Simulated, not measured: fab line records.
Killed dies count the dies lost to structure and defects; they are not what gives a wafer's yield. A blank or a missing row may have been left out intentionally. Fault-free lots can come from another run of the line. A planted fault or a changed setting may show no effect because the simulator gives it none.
Lot-split experiment :: flow n5-finfet :: 39 wafers read from 7 lots, route of 1938 steps

== THE SPLIT ==
At N5_SD_EPI_P_ETCH_36 (etches SiARC in CF4, target depth 45.5 nm, time 75.8 s), the setting bias-w was moved away from the recipe's 36 W on 12 of the 39 wafers read, by -18.9% to +18.0%. The other wafers ran this setting at the recipe's value.

Reading taken at the split's own step.

== THE READING ==
rf-vpp-V, in V, at N5_SD_EPI_P_ETCH_36 (etches SiARC in CF4, target depth 45.5 nm, time 75.8 s). Typical for fault-free wafers on this fab line: 184.4 V, with standard deviation 1.2 V.

wafer: L080.1
tool, chamber at the split: rie-diel-02, 1
bias-w as run, W: 36
against the recipe: recipe
rf-vpp-V, V: 184.7
against lot-mates on the recipe: -

wafer: L080.2
tool, chamber at the split: rie-diel-02, 2
bias-w as run, W: 36
against the recipe: recipe
rf-vpp-V, V: 184.1
against lot-mates on the recipe: -

wafer: L080.3
tool, chamber at the split: rie-diel-02, 0
bias-w as run, W: 36
against the recipe: recipe
rf-vpp-V, V: 184.7
against lot-mates on the recipe: -

wafer: L080.4
tool, chamber at the split: rie-diel-02, 3
bias-w as run, W: 36
against the recipe: recipe
rf-vpp-V, V: 182.5
against lot-mates on the recipe: -

wafer: L080.5
tool, chamber at the split: rie-diel-02, 0
bias-w as run, W: 36
against the recipe: recipe
rf-vpp-V, V: 185.3
against lot-mates on the recipe: -

wafer: L080.6
tool, chamber at the split: rie-diel-02, 1
bias-w as run, W: 36
against the recipe: recipe
rf-vpp-V, V: 184.6
against lot-mates on the recipe: -

wafer: L081.1
tool, chamber at the split: rie-diel-01, 1
bias-w as run, W: 36
against the recipe: recipe
rf-vpp-V, V: 187.2
against lot-mates on the recipe: -

wafer: L081.2
tool, chamber at the split: rie-diel-01, 3
bias-w as run, W: 36
against the recipe: recipe
rf-vpp-V, V: 185.6
against lot-mates on the recipe: -

wafer: L081.3
tool, chamber at the split: rie-diel-01, 2
bias-w as run, W: 36
against the recipe: recipe
rf-vpp-V, V: 186.0
against lot-mates on the recipe: -

wafer: L081.4
tool, chamber at the split: rie-diel-01, 2
bias-w as run, W: 36
against the recipe: recipe
rf-vpp-V, V: 183.6
against lot-mates on the recipe: -

wafer: L081.5
tool, chamber at the split: rie-diel-01, 1
bias-w as run, W: 36
against the recipe: recipe
rf-vpp-V, V: 185.1
against lot-mates on the recipe: -

wafer: L081.6
tool, chamber at the split: rie-diel-01, 3
bias-w as run, W: 36
against the recipe: recipe
rf-vpp-V, V: 184.2
against lot-mates on the recipe: -

wafer: L083.1
tool, chamber at the split: rie-diel-01, 0
bias-w as run, W: 36
against the recipe: recipe
rf-vpp-V, V: 184.7
against lot-mates on the recipe: -

wafer: L083.3
tool, chamber at the split: rie-diel-01, 3
bias-w as run, W: 36
against the recipe: recipe
rf-vpp-V, V: 185.5
against lot-mates on the recipe: -

wafer: L083.6
tool, chamber at the split: rie-diel-01, 2
bias-w as run, W: 36
against the recipe: recipe
rf-vpp-V, V: 183.8
against lot-mates on the recipe: -

wafer: L084.1
tool, chamber at the split: rie-diel-03, 1
bias-w as run, W: 41.97
against the recipe: +16.6%
rf-vpp-V, V: 206.2
against lot-mates on the recipe: +21.2

wafer: L084.2
tool, chamber at the split: rie-diel-03, 3
bias-w as run, W: 36
against the recipe: recipe
rf-vpp-V, V: 186.2
against lot-mates on the recipe: -

wafer: L084.3
tool, chamber at the split: rie-diel-03, 0
bias-w as run, W: 36
against the recipe: recipe
rf-vpp-V, V: 184.5
against lot-mates on the recipe: -

wafer: L084.4
tool, chamber at the split: rie-diel-03, 3
bias-w as run, W: 41.97
against the recipe: +16.6%
rf-vpp-V, V: 204.4
against lot-mates on the recipe: +19.4

wafer: L084.5
tool, chamber at the split: rie-diel-03, 0
bias-w as run, W: 36
against the recipe: recipe
rf-vpp-V, V: 184.4
against lot-mates on the recipe: -

wafer: L084.6
tool, chamber at the split: rie-diel-03, 1
bias-w as run, W: 41.97
against the recipe: +16.6%
rf-vpp-V, V: 204.3
against lot-mates on the recipe: +19.3

wafer: L090.1
tool, chamber at the split: rie-diel-01, 0
bias-w as run, W: 36
against the recipe: recipe
rf-vpp-V, V: 185.0
against lot-mates on the recipe: -

wafer: L090.2
tool, chamber at the split: rie-diel-01, 2
bias-w as run, W: 36
against the recipe: recipe
rf-vpp-V, V: 185.5
against lot-mates on the recipe: -

wafer: L090.3
tool, chamber at the split: rie-diel-01, 1
bias-w as run, W: 36
against the recipe: recipe
rf-vpp-V, V: 183.5
against lot-mates on the recipe: -

wafer: L090.4
tool, chamber at the split: rie-diel-01, 3
bias-w as run, W: 29.18
against the recipe: -18.9%
rf-vpp-V, V: 162.8
against lot-mates on the recipe: -21.9

wafer: L090.5
tool, chamber at the split: rie-diel-01, 3
bias-w as run, W: 29.18
against the recipe: -18.9%
rf-vpp-V, V: 160.4
against lot-mates on the recipe: -24.3

wafer: L090.6
tool, chamber at the split: rie-diel-01, 2
bias-w as run, W: 29.18
against the recipe: -18.9%
rf-vpp-V, V: 160.4
against lot-mates on the recipe: -24.3

wafer: L091.1
tool, chamber at the split: rie-diel-02, 2
bias-w as run, W: 42.48
against the recipe: +18.0%
rf-vpp-V, V: 205.0
against lot-mates on the recipe: +19.7

wafer: L091.2
tool, chamber at the split: rie-diel-02, 0
bias-w as run, W: 36
against the recipe: recipe
rf-vpp-V, V: 185.5
against lot-mates on the recipe: -

wafer: L091.3
tool, chamber at the split: rie-diel-02, 1
bias-w as run, W: 36
against the recipe: recipe
rf-vpp-V, V: 186.2
against lot-mates on the recipe: -

wafer: L091.4
tool, chamber at the split: rie-diel-02, 2
bias-w as run, W: 36
against the recipe: recipe
rf-vpp-V, V: 184.1
against lot-mates on the recipe: -

wafer: L091.5
tool, chamber at the split: rie-diel-02, 1
bias-w as run, W: 42.48
against the recipe: +18.0%
rf-vpp-V, V: 204.2
against lot-mates on the recipe: +18.9

wafer: L091.6
tool, chamber at the split: rie-diel-02, 0
bias-w as run, W: 42.48
against the recipe: +18.0%
rf-vpp-V, V: 206.5
against lot-mates on the recipe: +21.2

wafer: L097.1
tool, chamber at the split: rie-diel-02, 0
bias-w as run, W: 36
against the recipe: recipe
rf-vpp-V, V: 185.1
against lot-mates on the recipe: -

wafer: L097.2
tool, chamber at the split: rie-diel-02, 3
bias-w as run, W: 36
against the recipe: recipe
rf-vpp-V, V: 186.1
against lot-mates on the recipe: -

wafer: L097.3
tool, chamber at the split: rie-diel-02, 2
bias-w as run, W: 36
against the recipe: recipe
rf-vpp-V, V: 184.1
against lot-mates on the recipe: -

wafer: L097.4
tool, chamber at the split: rie-diel-02, 1
bias-w as run, W: 39.76
against the recipe: +10.4%
rf-vpp-V, V: 196.5
against lot-mates on the recipe: +11.4

wafer: L097.5
tool, chamber at the split: rie-diel-02, 2
bias-w as run, W: 39.76
against the recipe: +10.4%
rf-vpp-V, V: 195.9
against lot-mates on the recipe: +10.8

wafer: L097.6
tool, chamber at the split: rie-diel-02, 1
bias-w as run, W: 39.76
against the recipe: +10.4%
rf-vpp-V, V: 196.0
against lot-mates on the recipe: +10.9

FIT RESULTS
A straight line over all 39 wafers: rf-vpp-V changes by +1.19 V for each +1% of bias-w; r = +0.99; the points scatter about the line by 1.1 V.
The same after taking each lot's own level away (the mean of its wafers on the recipe; 39 wafers): +1.18 V for each +1%; r = +0.99; scatter 1.1 V.
Per that fit: largest bias-w move, reading shift of 22 V.
Measured against the standard deviation above, the lots' own levels, which go from 184.32 to 185.28 V, span 0.8 times it.
The two slopes are in agreement: the lot-to-lot level therefore moves the slope only a little.
Check: for one of the wafers moved furthest among these (-18.9%), held out of the fit, the line's prediction against its lot-mates is -22.7 V. It came out at -21.9 V against them.
Tool readings at the split's step, against how far the setting was moved: rf-vpp-V r = +0.99.

== OTHER SPLITS ON THESE WAFERS ==
Before the reading, these wafers also passed through other splits. Each is held against what the fit with the lots' levels taken away leaves over:
other split on the same wafers: N5_PMOS_HMC_CHANNEL_EPI_EPI_20 temp-c
wafers away from the commonest value: 18
r with rf-vpp-V (lot level and that fit taken away): -0.05

other split on the same wafers: N5_DUMMY_GATE_EXPOSE_12 dose-mj
wafers away from the commonest value: 18
r with rf-vpp-V (lot level and that fit taken away): +0.06

other split on the same wafers: N5_DUMMY_GATE_ETCH_44 target-depth-a
wafers away from the commonest value: 15
r with rf-vpp-V (lot level and that fit taken away): +0.05

== THE FILE'S OWN FIT ==
rf-vpp-V changes by +1.17 V for each +1% of bias-w, r = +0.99.
